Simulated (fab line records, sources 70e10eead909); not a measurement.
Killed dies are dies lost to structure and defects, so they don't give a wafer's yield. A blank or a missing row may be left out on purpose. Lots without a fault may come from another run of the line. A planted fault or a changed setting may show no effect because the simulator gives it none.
fab line records | flow nand_harc
record lots=7 wafers=21 last_day=31
route steps=1302 shown P_BONDPAD@364 END@1302
lots that met no fault: from a run of the same line without faults
start_h: hours from the record's first day to the start of the lot's first wafer shown | wait_h: hours since the lot's step before | " the same as in the row above | L1.1+2: a row that stands for several wafers | - no value, or no start given | * or withheld: withheld | < > ~ a bound
route shown NAME@n: a module of which the file shows steps, and the number in the route of the first | usual: mean/standard deviation of fault-free wafers | same: alike in all rows | chamber/n: place in a boat | sites: the reading at each site | _std_site: their standard deviation | _edge_site: outer sites' mean less inner sites' | radius_mm: how far each site lies from the wafer's centre | mask NAME#n: copy n | behind: the tool/chamber that last shaped the wafer | hold: why the lot was held/for how many hours/how that ended | device: the transistor (n, p or np) that didn't switch | end of line: the same wafers' tests at the end of the route | a step without rows: its recipe alone | killed: dies lost to structure and defects at the first sort, not the wafer's yield | map: a wafer's dies, x killed, . not, _ none there
set.NAME: the setting as run; set.NAME@STEP: as run at that earlier step | model.NAME: the simulator's own value behind a step, which no gauge read
lots at some steps of the route; a table a step, a row a wafer
services: from which hour (start_h, from the record's first day; less than 0 if before it) a tool's chamber was out of use, for how many hours, and why
## steps
# step NHARC_P_BONDPAD_CD_MEAS_09
# recipe target_cd_nm=500 landing_energy_ev=500
# usual cd_nm=499.5/2.2
# columns lot.wafer tool chamber start_h wait_h cd_nm
L595.2 cd_sem-01 0 155.80 - 497.8
L595.3 " 0 " " 499.4
L595.4 " 0 " " 497.7
L596.2 cd_sem-02 0 162.13 - 499.0
L596.3 " 0 " " 500.2
L596.6 " 0 " " 498.2
L599.3 cd_sem-03 0 202.85 - 499.1
L599.4 " 0 " " 500.2
L599.6 " 0 " " 502.6
L604.1 cd_sem-03 0 247.63 - 499.1
L604.2 " 0 " " 501.4
L604.6 " 0 " " 498.2
L606.2 cd_sem-03 0 259.63 - 499.5
L606.3 " 0 " " 500.9
L606.4 " 0 " " 501.0
L607.2 cd_sem-02 0 278.82 - 500.6
L607.3 " 0 " " 500.8
L607.5 " 0 " " 499.7
L612.1 cd_sem-02 0 321.05 - 496.2
L612.3 " 0 " " 498.8
L612.5 " 0 " " 500.3
# step NHARC_P_BONDPAD_OVL_MEAS_38
# usual overlay_x_nm=4/5.9 overlay_y_nm=1/6.9
# columns lot.wafer tool chamber start_h wait_h overlay_x_nm overlay_y_nm
L595.2 overlay-02 - 155.89 - -3 0
L595.3 " - " " -3 1
L595.4 " - " " -2 0
L596.2 overlay-02 - 162.22 - 17 1
L596.3 " - " " 17 1
L596.6 " - " " 16 0
L599.3 overlay-01 - 202.93 - 15 -3
L599.4 " - " " 15 -3
L599.6 " - " " 14 -3
L604.1 overlay-02 - 247.72 - -8 -2
L604.2 " - " " -8 -2
L604.6 " - " " -8 -2
L606.2 overlay-02 - 259.72 - 5 -13
L606.3 " - " " 5 -13
L606.4 " - " " 5 -12
L607.2 overlay-01 - 278.90 - 14 -10
L607.3 " - " " 13 -10
L607.5 " - " " 13 -10
L612.1 overlay-02 - 321.14 - 10 13
L612.3 " - " " 11 13
L612.5 " - " " 10 13
# step NHARC_P_BONDPAD_HARDBAKE_10
# recipe temp_c=118 time_s=65
# step NHARC_P_BONDPAD_DESCUM_11
# recipe time_s=3 o2_flow_sccm=200 ar_flow_sccm=0 bias_power_w=0 chemistry=O2
# usual drypump_motor_current_A=5.90/0.28 oes_product_au=0.999/0.015 rf_vpp_V=57.9/0.95 showerhead_plenum_p_Torr=1.92/0.077 throttle_valve_pct=11.313/0.0092
# columns lot.wafer tool chamber start_h wait_h drypump_motor_current_A oes_product_au rf_hours_counter_h rf_vpp_V showerhead_plenum_p_Torr throttle_valve_pct
L595.2 rie_diel-05 3 156.02 - 6.33 1.012 3.5 56.0 1.95 11.311
L595.3 " 0 " " 5.97 1.000 4.1 56.0 1.97 11.317
L595.4 " 1 " " 5.93 1.005 4.6 60.3 2.01 11.309
L596.2 rie_diel-05 2 162.34 - 5.37 0.996 4.1 58.4 1.90 11.313
L596.3 " 0 " " 5.96 0.989 4.3 57.9 1.97 11.313
L596.6 " 2 " " 5.35 1.007 - 58.3 1.90 11.318
L599.4 rie_diel-10 3 203.06 - 6.07 0.999 8.9 57.6 1.79 11.318
L599.3 " 1 " " 6.49 0.997 6.7 58.2 1.78 11.332
L599.6 " 3 " " 6.04 0.987 - 55.8 1.79 11.310
L604.2 rie_diel-12 0 247.85 - 5.95 1.020 4.6 56.7 1.86 11.308
L604.1 " 3 " " 5.58 1.005 5.0 57.3 1.94 11.308
L604.6 " 1 " " 5.81 0.999 - 60.6 2.03 11.323
L606.2 rie_diel-05 3 259.84 - 6.38 1.004 0.7 58.0 1.95 11.307
L606.4 " 1 " " 5.95 1.006 0.6 57.4 2.01 11.310
L606.3 " 2 " " 5.35 1.023 0.6 57.7 1.90 11.299
L607.2 rie_diel-05 1 279.05 - 5.98 0.983 1.5 59.1 2.01 11.310
L607.3 " 2 " " 5.38 1.006 1.4 58.5 1.90 11.313
L607.5 " 3 " " 6.34 1.020 - 59.2 1.95 11.301
L612.3 rie_diel-05 0 321.27 - 5.99 0.975 4.3 58.0 1.96 11.308
L612.1 " 3 " " 6.35 1.009 4.4 57.9 1.95 11.323
L612.5 " 1 " " 5.95 1.002 - 57.9 2.01 11.323
# step NHARC_P_BONDPAD_ETCH_37
# recipe target_depth_a=600 overetch_a=180 time_s=65.91 ion_energy_ev=200 n2_flow_sccm=150 h2_flow_sccm=150 ar_flow_sccm=0 rf_w=400 bias_w=150 chemistry=N2/H2
# step NHARC_P_BONDPAD_ETCH_12
# recipe target_depth_a=2000 time_s=100 chf3_flow_sccm=50 o2_flow_sccm=10 ar_flow_sccm=200 rf_w=500 bias_w=200 chemistry=CHF3/O2
# usual drypump_motor_current_A=5.91/0.29 oes_product_au=0.945/0.023 rf_vpp_V=370.9/2.1 showerhead_plenum_p_Torr=2.42/0.092 throttle_valve_pct=20.571/0.0094
# columns lot.wafer tool chamber start_h wait_h drypump_motor_current_A oes_product_au rf_hours_counter_h rf_vpp_V showerhead_plenum_p_Torr throttle_valve_pct
L595.3 rie_diel-05 0 - - 5.99 0.975 4.1 372.1 2.47 20.578
L595.4 " 1 " " 5.94 0.983 4.6 373.5 2.52 20.587
L595.2 " 2 " " 5.39 0.949 4.0 372.0 2.38 20.565
L596.3 rie_diel-05 0 - - 5.95 0.950 4.3 371.0 2.47 20.574
L596.2 " 1 " " 5.95 0.961 4.8 372.0 2.52 20.582
L596.6 " 0 " " 5.98 0.947 - 372.6 2.47 20.568
L599.4 rie_diel-10 1 - - 6.46 0.919 6.8 367.2 2.24 20.578
L599.3 " 2 " " 5.96 0.934 8.1 368.5 2.25 20.573
L599.6 " 1 " " 6.46 0.924 - 366.1 2.24 20.555
L604.1 rie_diel-12 2 - - 5.85 0.945 4.7 372.2 2.51 20.569
L604.2 " 3 " " 5.59 0.933 5.1 370.4 2.43 20.581
L604.6 " 2 " " 5.86 0.943 - 373.2 2.51 20.580
L606.3 rie_diel-05 2 - - 5.38 0.978 0.7 369.7 2.38 20.574
L606.2 " 3 " " 6.34 0.971 0.7 370.9 2.45 20.580
L606.4 " 0 " " 5.96 0.930 0.7 372.2 2.46 20.571
L607.2 rie_diel-05 2 - - 5.35 0.974 1.4 370.1 2.38 20.574
L607.3 " 1 " " 5.95 0.976 1.6 371.2 2.52 20.580
L607.5 " 3 " " 6.33 0.981 - 371.1 2.45 20.573
L612.3 rie_diel-05 3 - - 6.38 0.979 4.4 371.5 2.44 20.576
L612.1 " 0 " " 5.98 0.928 4.3 370.5 2.46 20.570
L612.5 " 2 " " 5.37 0.981 - 369.5 2.38 20.586
# step NHARC_P_BONDPAD_CD_MEAS_13
# usual cd_nm=498.5/2.4
# columns lot.wafer tool chamber start_h wait_h cd_nm
L595.2 cd_sem-01 - 156.34 - 496.9
L595.3 " - " " 498.8
L595.4 " - " " 495.9
L596.2 cd_sem-02 - 162.66 - 499.2
L596.3 " - " " 497.8
L596.6 " - " " 498.4
L599.3 cd_sem-03 - 203.37 - 497.3
L599.4 " - " " 500.0
L599.6 " - " " 503.3
L604.1 cd_sem-02 - 248.16 - 497.9
L604.2 " - " " 501.9
L604.6 " - " " 498.3
L606.2 cd_sem-02 - 260.16 - 496.3
L606.3 " - " " 501.2
L606.4 " - " " 499.2
L607.2 cd_sem-01 - 279.35 - 499.9
L607.3 " - " " 498.7
L607.5 " - " " 497.9
L612.1 cd_sem-03 - 321.58 - 494.4
L612.3 " - " " 496.4
L612.5 " - " " 500.4
# step NHARC_P_BONDPAD_STRIP_15
# recipe o2_flow_sccm=500 ar_flow_sccm=0 bias_w=0 chemistry=O2
# usual drypump_motor_current_A=5.95/0.29 oes_product_au=1.002/0.014 rf_vpp_V=57.8/0.9 showerhead_plenum_p_Torr=3.51/0.15 throttle_valve_pct=17.036/0.0085
# columns lot.wafer tool chamber start_h wait_h drypump_motor_current_A oes_product_au rf_hours_counter_h rf_vpp_V showerhead_plenum_p_Torr throttle_valve_pct
L595.4 rie_diel-12 2 156.43 0.1 5.92 1.003 1.0 58.8 3.68 17.023
L595.2 " 3 " " 5.59 0.993 1.3 58.7 3.58 17.028
L595.3 " 0 " " 5.98 1.009 1.3 57.9 3.45 17.037
L596.3 rie_diel-12 0 162.73 0.1 5.96 1.009 1.5 58.0 3.45 17.032
L596.2 " 2 " " 5.88 1.011 1.2 58.6 3.68 17.032
L596.6 " 0 " " 5.93 1.017 - 57.5 3.44 17.043
L599.4 rie_diel-12 2 203.44 0.1 5.86 0.996 2.5 57.3 3.68 17.031
L599.3 " 0 " " 5.91 1.005 2.7 56.9 3.44 17.041
L599.6 " 2 " " 5.87 1.010 - 56.4 3.68 17.030
L604.1 rie_diel-05 1 248.25 0.1 5.95 0.995 0.3 58.1 3.69 17.033
L604.2 " 2 " " 5.37 1.002 0.3 56.3 3.50 17.061
L604.6 " 1 " " 5.94 0.999 - 58.6 3.69 17.032
L606.3 rie_diel-10 0 260.23 0.1 5.91 1.018 0.0 57.2 3.47 17.035
L606.4 " 1 " " 6.49 0.987 0.0 57.7 3.30 17.029
L606.2 " 2 " " 5.98 0.998 0.0 56.7 3.31 17.044
L607.2 rie_diel-12 2 279.42 0.1 5.88 1.017 0.1 58.7 3.68 17.045
L607.3 " 1 " " 5.81 0.990 0.1 57.7 3.74 17.035
L607.5 " 3 " " 5.59 1.000 - 57.8 3.57 17.055
L612.3 rie_diel-05 1 321.66 0.1 5.99 1.002 4.3 56.4 3.69 17.026
L612.1 " 3 " " 6.36 1.013 4.5 60.1 3.59 17.041
L612.5 " 2 " " 5.36 1.007 - 57.9 3.50 17.041
# step NHARC_P_BONDPAD_ETCH_24
# recipe target_depth_a=300 over_etch_frac=0.3 time_s=72.99 ion_energy_ev=150 cf4_flow_sccm=50 n2_flow_sccm=100 ar_flow_sccm=150 rf_w=300 bias_w=100 chemistry=CF4/N2
# usual drypump_motor_current_A=5.93/0.28 oes_product_au=1.002/0.012 rf_vpp_V=314.0/2.1 showerhead_plenum_p_Torr=2.61/0.11 throttle_valve_pct=19.796/0.0096
# columns lot.wafer tool chamber start_h wait_h drypump_motor_current_A oes_product_au rf_hours_counter_h rf_vpp_V showerhead_plenum_p_Torr throttle_valve_pct
L595.2 rie_diel-12 2 - - 5.88 1.004 1.0 316.6 2.74 19.806
L595.3 " 3 " " 5.57 0.988 1.3 314.3 2.66 19.803
L595.4 " 1 " " 5.83 1.002 1.2 317.7 2.78 19.798
L596.2 rie_diel-12 3 162.91 0.1 5.60 0.997 1.5 314.6 2.66 19.806
L596.3 " 0 " " 5.93 1.007 1.5 312.3 2.56 19.810
L596.6 " 2 " " 5.85 1.019 - 315.7 2.74 19.801
L599.4 rie_diel-12 3 - - 5.59 0.987 2.8 315.8 2.66 19.793
L599.3 " 2 " " 5.89 1.000 2.5 315.4 2.74 19.790
L599.6 " 0 " " 5.94 1.013 - 314.3 2.56 19.804
L604.2 rie_diel-05 0 - - 6.00 0.977 0.4 314.7 2.69 19.798
L604.1 " 3 " " 6.38 1.015 0.3 316.0 2.67 19.789
L604.6 " 0 " " 6.00 0.969 - 314.1 2.69 19.797
L606.2 rie_diel-10 0 - - 5.93 1.009 0.1 313.5 2.58 19.795
L606.4 " 1 " " 6.52 0.977 0.1 310.1 2.45 19.791
L606.3 " 2 " " 5.99 1.007 0.0 312.7 2.46 19.805
L607.3 rie_diel-12 2 - - 5.92 1.016 0.1 316.1 2.74 19.794
L607.2 " 1 " " 5.80 1.004 0.1 316.5 2.78 19.808
L607.5 " 3 " " 5.57 1.002 - 315.0 2.66 19.806
L612.1 rie_diel-05 2 - - 5.36 0.999 4.4 314.7 2.60 19.791
L612.3 " 0 " " 5.96 0.978 4.4 316.4 2.69 19.792
L612.5 " 2 " " 5.37 0.994 - 312.7 2.60 19.813
# step NHARC_P_BONDPAD_STRIP_16
# recipe time_s=600 temp_c=30 chemistry=post_etch_residue_remover
# step NHARC_P_BONDPAD_DEGAS_25
# recipe temp_c=300 time_s=60
# usual heater_power_w=464/40
# columns lot.wafer tool chamber start_h wait_h heater_power_w
L595.3 pvd_sputter-01 - 156.97 - 464
L595.4 " - " " 505
L595.2 " - " " 439
L596.3 pvd_sputter-02 - 163.33 - 471
L596.2 " - " " 464
L596.6 " - " " 470
L599.4 pvd_sputter-03 - 203.99 - 379
L599.3 " - " " 464
L599.6 " - " " 386
L604.2 pvd_sputter-01 - 248.80 - 516
L604.1 " - " " 441
L604.6 " - " " 513
L606.3 pvd_sputter-03 - 260.78 - 553
L606.2 " - " " 447
L606.4 " - " " 384
L607.3 pvd_sputter-03 - 279.97 - 478
L607.2 " - " " 541
L607.5 " - " " 461
L612.1 pvd_sputter-02 - 322.21 - 493
L612.3 " - " " 456
L612.5 " - " " 476
# step NHARC_P_BONDPAD_PRE_CLEAN_26
# recipe time_s=30 temp_c=280 gas=H2/He
# step NHARC_P_BONDPAD_PVD_17
# recipe target_thk_a=50 bias_v=168.6 power_w=15000 chamber_pressure_pa=0.12 time_s=8.06 substrate_temp_c=50 material=TaN
# usual chamber_pressure_pa=0.11996/0.00025 throttle_valve_pct=30.2/0.98
# columns lot.wafer tool chamber start_h wait_h chamber_pressure_pa throttle_valve_pct
L595.4 pvd_sputter-01 - 157.08 - 0.11963 31.1
L595.3 " - " " 0.12044 29.1
L595.2 " - " " 0.11998 28.7
L596.2 pvd_sputter-02 - 163.44 - 0.11982 30.6
L596.3 " - " " 0.12002 28.9
L596.6 " - " " 0.11993 30.8
L599.3 pvd_sputter-03 - 204.10 - 0.12044 30.2
L599.4 " - " " 0.12013 30.5
L599.6 " - " " 0.12012 30.5
L604.2 pvd_sputter-01 - 248.91 - 0.12016 28.8
L604.1 " - " " 0.12018 29.9
L604.6 " - " " 0.11988 31.3
L606.4 pvd_sputter-03 - 260.91 - 0.11962 31.6
L606.3 " - " " 0.1199 29.3
L606.2 " - " " 0.11989 30.1
L606.4 pvd_sputter-03 - 261.18 - 0.12007 31.3
L606.3 " - " " 0.11974 29.4
L606.2 " - " " 0.11986 30.2
L607.2 pvd_sputter-03 - 280.11 - 0.12013 31.5
L607.3 " - " " 0.12012 29.1
L607.5 " - " " 0.12004 30.2
L607.2 pvd_sputter-03 - 280.37 - 0.12027 31.6
L607.3 " - " " 0.11961 29.4
L607.5 " - " " 0.11977 30.1
L612.3 pvd_sputter-02 - 322.32 - 0.11996 29.4
L612.1 " - " " 0.1202 28.9
L612.5 " - " " 0.11989 28.7
L612.3 pvd_sputter-02 - 322.60 - 0.12011 29.4
L612.1 " - " " 0.11997 28.7
L612.5 " - " " 0.11968 28.7
# step NHARC_P_BONDPAD_PVD_27
# recipe target_thk_a=300 chamber_pressure_pa=5 power_w=5000 substrate_temp_c=30 time_s=20.49 material=Cu
# step NHARC_END_SORT_01
# recipe temp_c=25
# usual defect_limited_yield=92.4/2.2 killed_at_array=46/15 killed_at_other=1.0/1.3 killed_at_periphery=4/3 killed_dies=51/15 killed_open=3.2/1.8 killed_short=2.5/1.5 sort_bin_2_pct=2.7/1.1 sort_bin_3_pct=0.6/0.34 sort_bin_4_pct=4.3/1.3 sort_n_pass=626/15 sort_rim_yield_pct=89/4.4 sort_yield_pct=92.4/2.2
# same gross_dies=677 sort_bin_5_pct[%]=0 sort_bin_6_pct[%]=0 sort_bin_7_pct[%]=0 sort_bin_8_pct[%]=0 sort_rim_n_gross=106.00
# columns lot.wafer tool chamber start_h wait_h defect_limited_yield[%] killed_at_array killed_at_other killed_at_periphery killed_dies killed_open killed_short sort_bin_2_pct[%] sort_bin_3_pct[%] sort_bin_4_pct[%] sort_n_pass sort_rim_yield_pct[%] sort_yield_pct[%]
L595.2 prober-01 0 617.31 2.8 92.5 44 0 7 51 2 4 3.5 0.7 3.2 626 80 92.5
L595.3 prober-01 0 618.11 3.1 92.8 41 0 8 49 2 1 3.2 0.1 3.8 628 85 92.8
L595.4 prober-01 0 618.91 3.4 90.0 67 0 1 68 1 3 3.1 1.2 5.8 609 93 90.0
L599.3 prober-02 0 639.93 3.1 93.1 45 0 2 47 3 3 2.1 0.4 4.4 630 85 93.1
L599.4 prober-02 0 640.72 3.4 92.6 47 0 3 50 5 1 2.8 0.1 4.4 627 86 92.6
L599.6 prober-02 0 642.31 4.0 94.1 36 0 4 40 2 3 2.4 0.4 3.1 637 89 94.1
L604.1 prober-02 0 662.53 2.5 95.4 27 0 4 31 6 3 1.8 0.6 2.2 646 92 95.4
L604.2 prober-02 0 663.31 2.8 96.9 18 1 2 21 2 2 0.7 0.1 2.2 656 94 96.9
L604.6 prober-02 0 666.42 3.9 94.7 34 0 2 36 7 6 1.5 0.6 3.2 641 92 94.7
L606.2 prober-01 0 685.08 2.8 94.4 35 0 3 38 1 2 2.1 0.6 3.0 639 91 94.4
L606.3 prober-01 0 685.89 3.1 93.6 41 0 2 43 4 1 2.1 0.9 3.4 634 92 93.6
L606.4 prober-01 0 686.69 3.4 92.0 49 2 3 54 3 5 3.4 0.9 3.7 623 89 92.0
# killed by level:class
L595.2 A_CHANNEL_HOLE_D2:chamber_film_flake=16 A_SLIT:chamber_film_flake=14 A_STAIRCASE:chamber_film_flake=4 A_CONTACT:chamber_film_flake=4 P_M1:chamber_film_flake=3 P_GATE:chamber_film_flake=3 P_M1:geometric_particle:short=1 A_DECK1_JOINT:geometric_particle:short=1
L595.3 A_SLIT:chamber_film_flake=18 A_CHANNEL_HOLE_D2:chamber_film_flake=12 A_CONTACT:chamber_film_flake=5 P_GATE:chamber_film_flake=4 A_CHANNEL_HOLE_D1:chamber_film_flake=3 P_M1:chamber_film_flake=2 A_STAIRCASE:chamber_film_flake=2 P_CONTACT:geometric_particle:open=1
L595.4 A_CHANNEL_HOLE_D2:chamber_film_flake=35 A_SLIT:chamber_film_flake=21 A_CONTACT:chamber_film_flake=7 A_ONON_D1:geometric_particle:short=1 A_CHANNEL_FILL_D1:geometric_particle:short=1 A_DECK1_JOINT:geometric_particle:short=1 A_BLC:geometric_particle:open=1 P_GATE:chamber_film_flake=1
L599.3 A_SLIT:chamber_film_flake=20 A_CHANNEL_HOLE_D2:chamber_film_flake=9 A_CHANNEL_FILL_D2:chamber_film_flake=3 A_CONTACT:chamber_film_flake=3 A_CHANNEL_HOLE_D1:chamber_film_flake=2 P_CONTACT:geometric_particle:short=1 P_CONTACT:geometric_particle:open=1 A_CHANNEL_FILL_D1:geometric_particle:open=1
L599.4 A_SLIT:chamber_film_flake=21 A_CONTACT:chamber_film_flake=9 A_CHANNEL_HOLE_D2:chamber_film_flake=5 A_CHANNEL_HOLE_D1:chamber_film_flake=3 A_CHANNEL_FILL_D1:chamber_film_flake=2 A_STAIRCASE:chamber_film_flake=2 P_GATE:geometric_particle:open=1 P_M0:geometric_particle:open=1
L599.6 A_SLIT:chamber_film_flake=18 A_CHANNEL_HOLE_D2:chamber_film_flake=5 A_CONTACT:chamber_film_flake=5 P_ZERO_WELL:chamber_film_flake=4 A_ONON_D1:geometric_particle:short=1 A_CHANNEL_HOLE_D1:geometric_particle:short=1 A_DECK1_JOINT:geometric_particle:open=1 A_CHANNEL_FILL_D2:geometric_particle:open=1
L604.1 A_CHANNEL_HOLE_D2:chamber_film_flake=6 A_SLIT:chamber_film_flake=6 A_CHANNEL_HOLE_D1:chamber_film_flake=4 A_M1:geometric_particle:open=3 P_GATE:geometric_particle:short=1 P_CONTACT:geometric_particle:open=1 A_ONON_D2:geometric_particle:short=1 A_SGD_CUT:geometric_particle:open=1
L604.2 A_CHANNEL_HOLE_D2:chamber_film_flake=10 A_CHANNEL_HOLE_D1:chamber_film_flake=6 P_GATE:geometric_particle:open=1 P_M1:geometric_particle:short=1 A_ONON_D1:geometric_particle:open=1 STARTING-WAFER:geometric_particle:short=1 A_CONTACT:chamber_film_flake=1
L604.6 A_CHANNEL_HOLE_D2:chamber_film_flake=12 A_CHANNEL_HOLE_D1:chamber_film_flake=5 A_ONON_D1:geometric_particle:short=3 A_STAIRCASE:chamber_film_flake=3 A_SLIT:chamber_film_flake=3 A_ONON_D2:geometric_particle:open=2 P_CONTACT:geometric_particle:short=1 P_M1:geometric_particle:open=1
L606.2 A_SLIT:chamber_film_flake=18 A_CHANNEL_HOLE_D1:chamber_film_flake=5 A_CONTACT:chamber_film_flake=5 A_CHANNEL_FILL_D2:chamber_film_flake=4 P_STI:geometric_particle:open=1 P_M1:geometric_particle:short=1 A_CHANNEL_HOLE_D2:geometric_particle:short=1 P_ZERO_WELL:chamber_film_flake=1
L606.3 A_SLIT:chamber_film_flake=17 A_CONTACT:chamber_film_flake=13 A_CHANNEL_HOLE_D1:chamber_film_flake=3 A_BLC:geometric_particle:open=2 P_BONDPAD:chamber_film_flake=2 A_CHANNEL_FILL_D2:chamber_film_flake=2 A_CHANNEL_FILL_D2:geometric_particle:short=1 A_CHANNEL_FILL_D2:geometric_particle:open=1
L606.4 A_SLIT:chamber_film_flake=25 A_CONTACT:chamber_film_flake=9 P_BONDPAD:chamber_film_flake=3 A_CHANNEL_FILL_D2:chamber_film_flake=3 A_CHANNEL_HOLE_D1:geometric_particle:short=2 A_M0:geometric_particle:open=2 A_CHANNEL_HOLE_D1:chamber_film_flake=2 A_ONON_D1:geometric_particle:short=1
## services
# columns tool chamber start_h hours kind
rie_diel-05 0 135.14 - clean
rie_diel-05 1 135.14 - clean
rie_diel-05 2 135.14 - clean
rie_diel-05 3 135.14 - clean
rie_diel-12 1 139.26 4.8 repair
rie_diel-12 2 146.82 6.7 repair
rie_diel-12 1 159.29 3.9 repair
pvd_sputter-03 - 170.00 10.0 pm
pvd_sputter-01 - 172.94 7.0 repair
pvd_sputter-02 - 199.94 1.1 repair
rie_diel-12 0 208.82 1.9 repair
rie_diel-05 3 216.91 8.7 repair
pvd_sputter-01 - 226.00 10.0 pm
rie_diel-05 - 229.93 9.0 pm
rie_diel-10 - 242.50 9.0 pm
pvd_sputter-01 - 244.10 3.9 repair
rie_diel-12 3 264.07 2.9 repair
rie_diel-12 - 268.49 9.0 pm
rie_diel-10 - 276.55 0.3 repair
rie_diel-10 0 281.81 17.0 repair
pvd_sputter-02 - 286.88 10.0 pm
pvd_sputter-01 - 290.79 1.9 repair
rie_diel-12 - 299.90 0.9 repair
pvd_sputter-01 - 321.17 6.8 repair
## key
first_sign step=NHARC_P_BONDPAD_PVD_17 reading=visit direction=added
effect none on later readings
met_at NHARC_P_BONDPAD_PVD_17
struck_wafers L606.2,L606.3,L606.4,L607.2,L607.3,L607.5,L612.1,L612.3,L612.5
fault kind=repeated_step_whole tool=pvd_sputter-01,pvd_sputter-02,pvd_sputter-03 chamber=- onset_h=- steps=NHARC_P_BONDPAD_PVD_17 times=1 scope=struck_lots_only
